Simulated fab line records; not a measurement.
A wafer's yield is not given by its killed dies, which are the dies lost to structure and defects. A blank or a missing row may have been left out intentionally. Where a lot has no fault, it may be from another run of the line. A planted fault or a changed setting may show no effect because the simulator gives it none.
The tool behind it: which one? || flow n5_finfet || Sampling: 10 lots, 30 wafers, 2 of 1938 route steps

WHAT THE GAUGES SHOWED, per wafer
N5_BEOL_M5_OVL_MEAS_29.
{"lot": "L126", "measured": "day 7 15:40", "on": "overlay-01", "V4_OVL (nm)": "-0.7 -0.2 0.0"}
{"lot": "L130", "measured": "day 8 15:13", "on": "overlay-01", "V4_OVL (nm)": "0.4 0.5 0.6"}
{"lot": "L131", "measured": "day 8 23:05", "on": "overlay-01", "V4_OVL (nm)": "-0.7 -0.5 0.5"}
{"lot": "L135", "measured": "day 9 21:18", "on": "overlay-02", "V4_OVL (nm)": "-1.1 -1.1 -1.0"}
{"lot": "L136", "measured": "day 10 04:07", "on": "overlay-01", "V4_OVL (nm)": "0.6 -0.6 0.0"}
{"lot": "L137", "measured": "day 11 01:44", "on": "overlay-01", "V4_OVL (nm)": "0.3 0.9 0.1"}
{"lot": "L138", "measured": "day 11 05:41", "on": "overlay-02", "V4_OVL (nm)": "-0.5 -0.3 -0.5"}
{"lot": "L139", "measured": "day 11 07:19", "on": "overlay-01", "V4_OVL (nm)": "0.9 0.7 0.4"}
{"lot": "L141", "measured": "day 11 13:28", "on": "overlay-02", "V4_OVL (nm)": "-0.1 0.5 -0.8"}
{"lot": "L149", "measured": "day 14 07:39", "on": "overlay-02", "V4_OVL (nm)": "-0.7 -0.4 0.5"}

WHICH TOOL RAN EACH LOT (tool, then ch and the chambers of the sampled wafers, then the start)
{"lot": "L126", "N5_BEOL_M5_STRIP_64": "rie_diel-04 ch 0,1,2, day 7 14:52"}
{"lot": "L130", "N5_BEOL_M5_STRIP_64": "rie_diel-03 ch 1,2, day 8 14:26"}
{"lot": "L131", "N5_BEOL_M5_STRIP_64": "rie_diel-04 ch 0,1,3, day 8 21:20"}
{"lot": "L135", "N5_BEOL_M5_STRIP_64": "rie_diel-05 ch 0,3, day 9 19:52"}
{"lot": "L136", "N5_BEOL_M5_STRIP_64": "rie_diel-03 ch 1,2,3, day 10 03:02"}
{"lot": "L137", "N5_BEOL_M5_STRIP_64": "rie_diel-04 ch 1,2, day 11 00:50"}
{"lot": "L138", "N5_BEOL_M5_STRIP_64": "rie_diel-04 ch 0,3, day 11 03:21"}
{"lot": "L139", "N5_BEOL_M5_STRIP_64": "rie_diel-05 ch 1,3, day 11 06:45"}
{"lot": "L141", "N5_BEOL_M5_STRIP_64": "rie_diel-03 ch 0,2,3, day 11 11:49"}
{"lot": "L149", "N5_BEOL_M5_STRIP_64": "rie_diel-04 ch 2,3, day 14 06:31"}
- N5_BEOL_M5_STRIP_64: strips in CF4.

THE ANSWER, worked out from the rows above alone
Rule: the lots themselves supply what counts as usual. The widest of any qualifying gaps counts: lots, ordered by their means at a reading, are off when they make up no more than a third of the lots, leave a main group of 4 or more, and stand apart from it by 3 or more times the standard deviation of that group's means. The tables above print the reading to a certain number of digits; a main group whose means all agree to those digits is not used. A lot without any number at a reading at which 4 lots or more have one is off too. The other lots that the step has rows for count as sound.
No lot is off at any reading shown: from this, nothing can be told.

WHAT THE SIMULATOR HAD INSERTED
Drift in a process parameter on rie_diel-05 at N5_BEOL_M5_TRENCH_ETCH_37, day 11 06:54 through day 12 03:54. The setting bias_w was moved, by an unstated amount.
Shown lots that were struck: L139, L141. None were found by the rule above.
